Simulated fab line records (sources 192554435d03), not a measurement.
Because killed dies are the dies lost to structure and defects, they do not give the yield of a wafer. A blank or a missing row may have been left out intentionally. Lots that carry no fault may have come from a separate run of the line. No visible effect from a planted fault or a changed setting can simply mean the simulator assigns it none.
Matching of chambers -- flow n5_finfet -- N5_BEOL_M13_ETCH_68 on rie_diel-01: 4 sister chambers
The step etches SOC in N2/H2, time 355 s. 8 wafers are shown with their chamber, then 8 later ones without.

## WAFERS, EACH WITH ITS CHAMBER
wafer,chamber,showerhead_plenum_p_Torr (Torr),drypump_motor_current_A (A)
L080.2,1,2.52,6.2
L084.3,3,2.47,6.0
L084.5,1,2.52,6.3
L084.6,0,2.44,6.6
L086.2,2,2.69,6.4
L086.3,0,2.44,6.6
L086.6,2,2.69,6.4
L085.3,3,2.46,6.0

## WAFERS WITH NO CHAMBER GIVEN
wafer,showerhead_plenum_p_Torr (Torr),drypump_motor_current_A (A)
L085.4,2.44,6.7
L085.6,2.44,6.7
L088.3,2.52,6.3
L088.5,2.43,6.6
L088.6,2.52,6.3
L079.1,2.43,6.6
L079.2,2.51,6.3
L079.6,2.43,6.6

## EACH ONE'S CHAMBER
wafer,from the rows above,in truth
L085.4,0,0
L085.6,0,0
L088.3,1,1
L088.5,0,0
L088.6,1,1
L079.1,0,0
L079.2,1,1
L079.6,0,0
8 of 8 placed correctly. Left unplaced by these rows: 0. 0 placed wrongly.
How it was worked out, from the rows above alone: a wafer's distance from a chamber is the root of the sum, over the readings, of the square of ((its reading less the chamber's mean) divided by the reading's scatter). The wafer belongs to the nearest chamber; if the next one is less than 2 further off, it can't be placed. A chamber's mean is the mean of its shown wafers. How the scatter is found: for the shown wafers, subtract from each reading the mean of its chamber, square and add these, divide the total by (wafers less chambers), then take the root.
